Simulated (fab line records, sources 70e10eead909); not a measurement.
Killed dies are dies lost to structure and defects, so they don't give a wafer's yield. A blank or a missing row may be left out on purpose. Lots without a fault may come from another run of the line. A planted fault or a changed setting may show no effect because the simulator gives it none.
fab line records | flow nand_harc
record lots=6 wafers=18 last_day=23
route steps=1159 shown A_ONON_D1@438 A_CHANNEL_HOLE_D1@450 END@1159
lots that met no fault: from a run of the same line without faults
start_h: hours from the record's first day to the start of the lot's first wafer shown | wait_h: hours since the lot's step before | " the same as in the row above | L1.1+2: a row that stands for several wafers | - no value, or no start given | * or withheld: withheld | < > ~ a bound
route shown NAME@n: a module of which the file shows steps, and the number in the route of the first | usual: mean/standard deviation of fault-free wafers | same: alike in all rows | chamber/n: place in a boat | sites: the reading at each site | _std_site: their standard deviation | _edge_site: outer sites' mean less inner sites' | radius_mm: how far each site lies from the wafer's centre | mask NAME#n: copy n | behind: the tool/chamber that last shaped the wafer | hold: why the lot was held/for how many hours/how that ended | device: the transistor (n, p or np) that didn't switch | end of line: the same wafers' tests at the end of the route | a step without rows: its recipe alone | killed: dies lost to structure and defects at the first sort, not the wafer's yield | map: a wafer's dies, x killed, . not, _ none there
set.NAME: the setting as run; set.NAME@STEP: as run at that earlier step | model.NAME: the simulator's own value behind a step, which no gauge read
lots at some steps of the route; a table a step, a row a wafer
services: from which hour (start_h, from the record's first day; less than 0 if before it) a tool's chamber was out of use, for how many hours, and why
## steps
# step NHARC_A_ONON_D1_DEP_19
# recipe target_thk_a=10000 n2_flow_sccm=2750 n2o_flow_sccm=2000 nh3_flow_sccm=500 sih4_flow_sccm=210 temp_c=400
# step NHARC_A_ONON_D1_THK_MEAS_21
# recipe thk_meas_gauge=ellipsometry
# usual thk_nm=999/12
# columns lot.wafer tool chamber start_h wait_h thk_nm
L745.2 film_metro-01 - 180.19 - 991
L745.3 " - " " 993
L745.4 " - " " 989
L748.2 film_metro-02 - 190.69 - 990
L748.3 " - " " 990
L748.5 " - " " 992
L751.1 film_metro-02 - 206.78 - 1003
L751.4 " - " " 1004
L751.6 " - " " 1003
L752.1 film_metro-02 - 221.79 - 995
L752.4 " - " " 993
L752.6 " - " " 993
L755.2 film_metro-01 - 249.67 - 1017
L755.3 " - " " 1017
L755.4 " - " " 1015
L760.2 film_metro-02 - 272.76 - 1008
L760.5 " - " " 1008
L760.6 " - " " 1007
# step NHARC_A_ONON_D1_DEP_22
# recipe target_thk_a=10000 n2_flow_sccm=2750 n2o_flow_sccm=2000 nh3_flow_sccm=500 sih4_flow_sccm=210 temp_c=400
# step NHARC_A_ONON_D1_THK_MEAS_24
# recipe thk_meas_gauge=ellipsometry
# usual thk_nm=1002/8.8
# columns lot.wafer tool chamber start_h wait_h thk_nm
L745.2 film_metro-01 - 180.80 - 991
L745.3 " - " " 991
L745.4 " - " " 993
L748.2 film_metro-02 - 191.26 - 994
L748.3 " - " " 992
L748.5 " - " " 993
L751.1 film_metro-01 - 207.35 - 1002
L751.4 " - " " 1003
L751.6 " - " " 1002
L752.1 film_metro-01 - 222.35 - 1018
L752.4 " - " " 1015
L752.6 " - " " 1017
L755.2 film_metro-02 - 250.36 - 1004
L755.3 " - " " 1004
L755.4 " - " " 1003
L760.2 film_metro-02 - 273.33 - 1002
L760.5 " - " " 1001
L760.6 " - " " 1001
# step NHARC_A_ONON_D1_DEP_25
# recipe target_thk_a=10000 n2_flow_sccm=2750 n2o_flow_sccm=2000 nh3_flow_sccm=500 sih4_flow_sccm=210 temp_c=400
# step NHARC_A_ONON_D1_THK_MEAS_27
# recipe thk_meas_gauge=ellipsometry
# usual thk_nm=998/5.7
# columns lot.wafer tool chamber start_h wait_h thk_nm
L745.2 film_metro-02 - 181.47 - 1013
L745.3 " - " " 1015
L745.4 " - " " 1013
L748.2 film_metro-02 - 191.83 - 998
L748.3 " - " " 998
L748.5 " - " " 997
L751.1 film_metro-01 - 207.92 - 996
L751.4 " - " " 995
L751.6 " - " " 996
L752.1 film_metro-01 - 222.92 - 998
L752.4 " - " " 1001
L752.6 " - " " 1001
L755.2 film_metro-02 - 250.93 - 990
L755.3 " - " " 991
L755.4 " - " " 994
L760.2 film_metro-02 - 273.90 - 1001
L760.5 " - " " 999
L760.6 " - " " 997
# step NHARC_A_ONON_D1_DEP_28
# recipe target_thk_a=10000 n2_flow_sccm=2750 n2o_flow_sccm=2000 nh3_flow_sccm=500 sih4_flow_sccm=210 temp_c=400
# step NHARC_A_ONON_D1_THK_MEAS_30
# recipe thk_meas_gauge=ellipsometry
# usual thk_nm=999/9.7
# columns lot.wafer tool chamber start_h wait_h thk_nm
L745.2 film_metro-02 - 182.05 - 1011
L745.3 " - " " 1010
L745.4 " - " " 1011
L748.2 film_metro-01 - 192.39 - 997
L748.3 " - " " 996
L748.5 " - " " 1000
L751.1 film_metro-02 - 208.48 - 983
L751.4 " - " " 982
L751.6 " - " " 983
L752.1 film_metro-02 - 223.49 - 997
L752.4 " - " " 999
L752.6 " - " " 996
L755.2 film_metro-02 - 251.50 - 991
L755.3 " - " " 989
L755.4 " - " " 991
L760.2 film_metro-01 - 274.47 - 995
L760.5 " - " " 996
L760.6 " - " " 997
# step NHARC_A_ONON_D1_DEP_33
# recipe target_thk_a=2000 temp_c=400 pressure_torr=6.5 rf_w=900 teos_flow_sccm=161.4 flow_sccm=2650 target_thk_nm=200 gas=O2 material=SiO2
# usual chamber_pressure_Torr=6.502/0.015 heater_power_w=552/94 throttle_valve_pct=15.9/0.37
# columns lot.wafer tool chamber start_h wait_h chamber_pressure_Torr heater_power_w throttle_valve_pct
L745.2 pecvd-02 1 182.10 0.1 6.523 502 15.9
L745.3 " 2 " " 6.505 747 16.1
L745.4 " 1 " " 6.496 527 16.1
L748.3 pecvd-03 0 192.45 0.1 6.515 541 15.4
L748.2 " 1 " " 6.496 650 16.1
L748.5 " 0 " " 6.519 519 15.3
L751.1 pecvd-03 2 208.54 0.1 6.504 570 15.6
L751.4 " 2 " " 6.502 609 15.6
L751.6 " 0 " " 6.497 519 15.6
L752.1 pecvd-03 1 223.59 0.1 6.484 604 16.2
L752.4 " 1 " " 6.494 593 16.0
L752.6 " 2 " " 6.498 578 15.8
L755.2 pecvd-03 2 251.65 0.1 6.510 648 15.7
L755.3 " 1 " " 6.509 619 16.1
L755.4 " 0 " " 6.491 414 15.6
L760.2 pecvd-02 0 274.57 0.1 6.484 369 15.6
L760.6 " 2 " " 6.504 737 16.3
L760.5 " 1 " " 6.496 502 15.6
# step NHARC_A_ONON_D1_THK_MEAS_34
# recipe thk_meas_gauge=ellipsometry
# usual thk_nm=200.0/2.6
# columns lot.wafer tool chamber start_h wait_h thk_nm
L745.2 film_metro-01 - 182.52 - 200.9
L745.3 " - " " 200.3
L745.4 " - " " 200.3
L748.2 film_metro-02 - 192.86 - 194.8
L748.3 " - " " 199.6
L748.5 " - " " 203.5
L751.1 film_metro-01 - 208.95 - 200.4
L751.4 " - " " 202.8
L751.6 " - " " 198.0
L752.1 film_metro-01 - 223.96 - 192.9
L752.4 " - " " 198.1
L752.6 " - " " 204.4
L755.2 film_metro-02 - 252.06 - 200.3
L755.3 " - " " 195.9
L755.4 " - " " 204.4
L760.2 film_metro-01 - 274.95 - 197.8
L760.5 " - " " 200.2
L760.6 " - " " 201.7
# step NHARC_A_ONON_D1_INSPECT_32
# usual raw_defect_count=76/26
# columns lot.wafer tool chamber start_h wait_h raw_defect_count
L745.2 defect_inspect-02 - 182.58 0.0 119
L745.3 " - " " 194
L745.4 " - " " 128
L748.2 defect_inspect-01 - 192.95 0.0 69
L748.3 " - " " 39
L748.5 " - " " 49
L751.1 defect_inspect-01 - 209.01 0.0 54
L751.4 " - " " 122
L751.6 " - " " 86
L752.1 defect_inspect-01 - 224.05 0.0 59
L752.4 " - " " 83
L752.6 " - " " 40
L755.2 defect_inspect-02 - 252.15 0.0 72
L755.3 " - " " 91
L755.4 " - " " 72
L760.2 defect_inspect-02 - 275.02 0.0 102
L760.5 " - " " 65
L760.6 " - " " 104
# step NHARC_A_CHANNEL_HOLE_D1_DEP_00
# recipe target_thk_a=31000 temp_c=400 material=aC
# usual throttle_valve_pct=35.001/0.0092
# columns lot.wafer tool chamber start_h wait_h throttle_valve_pct
L745.2 acl_dep-02 0 182.96 0.4 35.002
L745.3 " 0 " " 34.998
L745.4 " 0 " " 35.015
L748.2 acl_dep-01 0 194.55 1.6 34.999
L748.3 " 0 " " 35.009
L748.5 " 0 " " 34.999
L751.1 acl_dep-02 0 209.97 1.0 34.994
L751.4 " 0 " " 35.012
L751.6 " 0 " " 34.994
L752.1 acl_dep-02 0 225.33 1.3 35.002
L752.4 " 0 " " 34.986
L752.6 " 0 " " 35.008
L752.1 acl_dep-01 0 227.89 2.2 34.983
L752.4 " 0 " " 35.009
L752.6 " 0 " " 34.998
L755.2 acl_dep-03 0 254.87 2.7 34.982
L755.3 " 0 " " 34.994
L755.4 " 0 " " 34.992
L755.2 acl_dep-03 0 258.53 3.3 34.985
L755.3 " 0 " " 35.010
L755.4 " 0 " " 34.999
L760.2 acl_dep-02 0 276.93 1.9 35.002
L760.5 " 0 " " 35.006
L760.6 " 0 " " 34.988
# step NHARC_A_CHANNEL_HOLE_D1_DEP_01
# recipe target_thk_a=1400 target_thk_nm=140 temp_c=400 pressure_torr=3.5 flow_sccm=200 rf_w=350 material=SiON
# usual chamber_pressure_Torr=3.500/0.0079 heater_power_w=757/95
# columns lot.wafer tool chamber start_h wait_h chamber_pressure_Torr heater_power_w
L745.2 pecvd-02 2 184.55 1.3 3.498 914
L745.3 " 0 " " 3.491 554
L745.4 " 0 " " 3.493 564
L748.2 pecvd-03 0 196.21 1.3 3.493 699
L748.3 " 1 " " 3.498 712
L748.5 " 1 " " 3.497 724
L751.1 pecvd-04 2 211.93 1.6 3.493 659
L751.4 " 1 " " 3.497 861
L751.6 " 2 " " 3.511 659
L752.1 pecvd-03 2 230.10 1.9 3.500 866
L752.6 " 1 " " 3.507 771
L752.4 " 2 " " 3.481 868
L755.3 pecvd-02 2 260.44 1.3 3.493 910
L755.2 " 0 " " 3.508 651
L755.4 " 1 " " 3.509 774
L760.2 pecvd-02 1 278.60 1.4 3.499 764
L760.6 " 2 " " 3.490 958
L760.5 " 0 " " 3.499 572
# step NHARC_END_SORT_01
# recipe temp_c=25
# usual killed_at_array=28/8.6 killed_at_other=0.7/1.2 killed_at_periphery=3.1/2.3 killed_dies=32/8.7 killed_open=3.2/1.7 killed_short=2.0/1.5
# same gross_dies=677
# columns lot.wafer tool chamber start_h wait_h killed_at_array killed_at_other killed_at_periphery killed_dies killed_open killed_short
L748.2 prober-01 0 460.70 2.8 21 1 6 28 6 1
L748.3 prober-01 0 461.50 3.1 22 0 6 28 6 1
L748.5 prober-01 0 463.10 3.7 23 0 3 26 4 2
L752.1 prober-01 0 492.92 2.5 676 0 1 677 1 4
L752.4 prober-01 0 495.30 3.4 676 1 0 677 2 3
L752.6 prober-01 0 496.89 4.0 676 1 0 677 3 2
L755.2 prober-02 0 530.84 2.8 675 0 2 677 3 3
L755.3 prober-02 0 531.64 3.1 671 0 6 677 3 3
L755.4 prober-02 0 532.44 3.4 674 1 2 677 7 4
# killed by level:class
L748.2 A_SLIT:chamber_film_flake=13 A_STAIRCASE:chamber_film_flake=2 P_M0:geometric_particle:open=2 P_ZERO_WELL:chamber_film_flake=2 P_CONTACT:geometric_particle:short=1 P_M1:geometric_particle:open=1 A_ONON_D1:geometric_particle:open=1 A_BLC:geometric_particle:open=1
L748.3 A_SLIT:chamber_film_flake=8 A_STAIRCASE:chamber_film_flake=4 A_SGD_CUT:chamber_film_flake=3 A_CONTACT:geometric_particle:open=2 P_ZERO_WELL:chamber_film_flake=2 A_CHANNEL_HOLE_D1:chamber_film_flake=2 P_CONTACT:geometric_particle:open=1 P_M0:geometric_particle:open=1
L748.5 A_SLIT:chamber_film_flake=8 A_CONTACT:geometric_particle:open=3 P_ZERO_WELL:chamber_film_flake=3 A_CHANNEL_HOLE_D1:chamber_film_flake=3 A_STAIRCASE:chamber_film_flake=3 A_CHANNEL_FILL_D1:geometric_particle:open=1 A_WL_FILL:geometric_particle:short=1 A_CONTACT:geometric_particle:short=1
L752.1 A_CHANNEL_HOLE_D1:area_dep=645 A_SLIT:chamber_film_flake=11 A_CONTACT:chamber_film_flake=8 A_STAIRCASE:chamber_film_flake=7 P_M0:geometric_particle:short=1 A_ONON_D1:geometric_particle:short=1 A_ONON_D1:geometric_particle:open=1 A_CHANNEL_HOLE_D1:geometric_particle:short=1
L752.4 A_CHANNEL_HOLE_D1:area_dep=649 A_SLIT:chamber_film_flake=11 A_STAIRCASE:chamber_film_flake=6 A_CHANNEL_HOLE_D1:chamber_film_flake=3 A_ONON_D1:geometric_particle:short=2 A_ONON_D1:geometric_particle:open=1 A_SGD_CUT:geometric_particle:short=1 A_BLC:geometric_particle:open=1
L752.6 A_CHANNEL_HOLE_D1:area_dep=652 A_SLIT:chamber_film_flake=10 A_CONTACT:chamber_film_flake=5 A_CHANNEL_HOLE_D1:chamber_film_flake=2 A_STAIRCASE:chamber_film_flake=2 A_ONON_D1:geometric_particle:short=1 A_ONON_D1:geometric_particle:open=1 A_WL_FILL:geometric_particle:open=1
L755.2 A_CHANNEL_HOLE_D1:area_dep=634 A_SLIT:chamber_film_flake=18 A_CONTACT:chamber_film_flake=11 A_CHANNEL_HOLE_D1:chamber_film_flake=3 A_STAIRCASE:chamber_film_flake=3 P_M1:geometric_particle:short=1 A_ONON_D1:geometric_particle:open=1 A_CHANNEL_HOLE_D1:geometric_particle:open=1
L755.3 A_CHANNEL_HOLE_D1:area_dep=639 A_SLIT:chamber_film_flake=16 A_CONTACT:chamber_film_flake=6 P_BONDPAD:chamber_film_flake=3 A_CHANNEL_HOLE_D1:chamber_film_flake=3 P_M1:geometric_particle:open=1 P_M1:geometric_particle:short=1 A_CHANNEL_FILL_D1:geometric_particle:short=1
L755.4 A_CHANNEL_HOLE_D1:area_dep=637 A_SLIT:chamber_film_flake=16 A_CHANNEL_HOLE_D1:chamber_film_flake=6 A_CONTACT:chamber_film_flake=5 A_WL_FILL:geometric_particle:open=3 A_WL_FILL:chamber_film_flake=2 P_CONTACT:geometric_particle:open=1 P_M0:geometric_particle:open=1
# map L752.1 (x killed, . not)
____________x____________
_________xxxxxxx_________
_______xxxxxxxxxxx_______
______xxxxxxxxxxxxx______
_____xxxxxxxxxxxxxxx_____
____xxxxxxxxxxxxxxxxx____
____xxxxxxxxxxxxxxxxx____
___xxxxxxxxxxxxxxxxxxx___
___xxxxxxxxxxxxxxxxxxx___
__xxxxxxxxxxxxxxxxxxxxx__
__xxxxxxxxxxxxxxxxxxxxx__
_xxxxxxxxxxxxxxxxxxxxxxx_
_xxxxxxxxxxxxxxxxxxxxxxx_
_xxxxxxxxxxxxxxxxxxxxxxx_
_xxxxxxxxxxxxxxxxxxxxxxx_
_xxxxxxxxxxxxxxxxxxxxxxx_
xxxxxxxxxxxxxxxxxxxxxxxxx
xxxxxxxxxxxxxxxxxxxxxxxxx
xxxxxxxxxxxxxxxxxxxxxxxxx
xxxxxxxxxxxxxxxxxxxxxxxxx
xxxxxxxxxxxxxxxxxxxxxxxxx
_xxxxxxxxxxxxxxxxxxxxxxx_
_xxxxxxxxxxxxxxxxxxxxxxx_
_xxxxxxxxxxxxxxxxxxxxxxx_
_xxxxxxxxxxxxxxxxxxxxxxx_
_xxxxxxxxxxxxxxxxxxxxxxx_
__xxxxxxxxxxxxxxxxxxxxx__
__xxxxxxxxxxxxxxxxxxxxx__
___xxxxxxxxxxxxxxxxxxx___
___xxxxxxxxxxxxxxxxxxx___
____xxxxxxxxxxxxxxxxx____
____xxxxxxxxxxxxxxxxx____
_____xxxxxxxxxxxxxxx_____
______xxxxxxxxxxxxx______
_______xxxxxxxxxxx_______
_________xxxxxxx_________
____________x____________
# map L755.2 (x killed, . not)
____________x____________
_________xxxxxxx_________
_______xxxxxxxxxxx_______
______xxxxxxxxxxxxx______
_____xxxxxxxxxxxxxxx_____
____xxxxxxxxxxxxxxxxx____
____xxxxxxxxxxxxxxxxx____
___xxxxxxxxxxxxxxxxxxx___
___xxxxxxxxxxxxxxxxxxx___
__xxxxxxxxxxxxxxxxxxxxx__
__xxxxxxxxxxxxxxxxxxxxx__
_xxxxxxxxxxxxxxxxxxxxxxx_
_xxxxxxxxxxxxxxxxxxxxxxx_
_xxxxxxxxxxxxxxxxxxxxxxx_
_xxxxxxxxxxxxxxxxxxxxxxx_
_xxxxxxxxxxxxxxxxxxxxxxx_
xxxxxxxxxxxxxxxxxxxxxxxxx
xxxxxxxxxxxxxxxxxxxxxxxxx
xxxxxxxxxxxxxxxxxxxxxxxxx
xxxxxxxxxxxxxxxxxxxxxxxxx
xxxxxxxxxxxxxxxxxxxxxxxxx
_xxxxxxxxxxxxxxxxxxxxxxx_
_xxxxxxxxxxxxxxxxxxxxxxx_
_xxxxxxxxxxxxxxxxxxxxxxx_
_xxxxxxxxxxxxxxxxxxxxxxx_
_xxxxxxxxxxxxxxxxxxxxxxx_
__xxxxxxxxxxxxxxxxxxxxx__
__xxxxxxxxxxxxxxxxxxxxx__
___xxxxxxxxxxxxxxxxxxx___
___xxxxxxxxxxxxxxxxxxx___
____xxxxxxxxxxxxxxxxx____
____xxxxxxxxxxxxxxxxx____
_____xxxxxxxxxxxxxxx_____
______xxxxxxxxxxxxx______
_______xxxxxxxxxxx_______
_________xxxxxxx_________
____________x____________
## services
# columns tool chamber start_h hours kind
pecvd-02 2 164.78 2.7 repair
pecvd-02 0 166.07 - clean
pecvd-02 1 166.07 - clean
acl_dep-02 - 168.51 13.0 pm
pecvd-04 - 195.18 13.0 pm
pecvd-04 0 195.18 13.0 vent_cycle
pecvd-04 1 195.18 13.0 vent_cycle
pecvd-04 2 195.18 13.0 vent_cycle
pecvd-04 0 208.18 - clean
pecvd-04 1 208.18 - clean
pecvd-04 2 208.18 - clean
acl_dep-02 - 213.99 6.0 repair
acl_dep-03 - 223.87 13.0 pm
pecvd-03 0 244.96 4.7 repair
pecvd-03 1 260.67 5.3 repair
## key
first_sign step=NHARC_A_CHANNEL_HOLE_D1_DEP_00 reading=visit direction=added
effect step=NHARC_END_SORT_01 reading=killed_at_array direction=up sigmas=75 usual=28 struck=675
more_kills_born_at NHARC_A_CHANNEL_HOLE_D1_DEP_00@acl_dep-01=1946 NHARC_A_CHANNEL_HOLE_D1_DEP_00@acl_dep-03=1910
met_at NHARC_A_CHANNEL_HOLE_D1_DEP_00
struck_wafers L752.1,L752.4,L752.6,L755.2,L755.3,L755.4
later_rows_left_out L752.1,L752.4,L752.6,L755.2,L755.3,L755.4
tester_left_out L752,L755
fault kind=repeated_step_whole tool=acl_dep-01,acl_dep-02,acl_dep-03 chamber=- onset_h=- steps=NHARC_A_CHANNEL_HOLE_D1_DEP_00 times=1 scope=struck_lots_only
# tester_left_out: of these lots the tester's yield and bins aren't shown, on N5 and GAA mostly nor the transistor test; their killed dies are dies lost to structure and defects alone, not to doping, threshold or leakage, so they don't give the yield
# later_rows_left_out: the simulator's readings of these wafers behind a module that went badly wrong aren't trusted and aren't shown, but for the sort
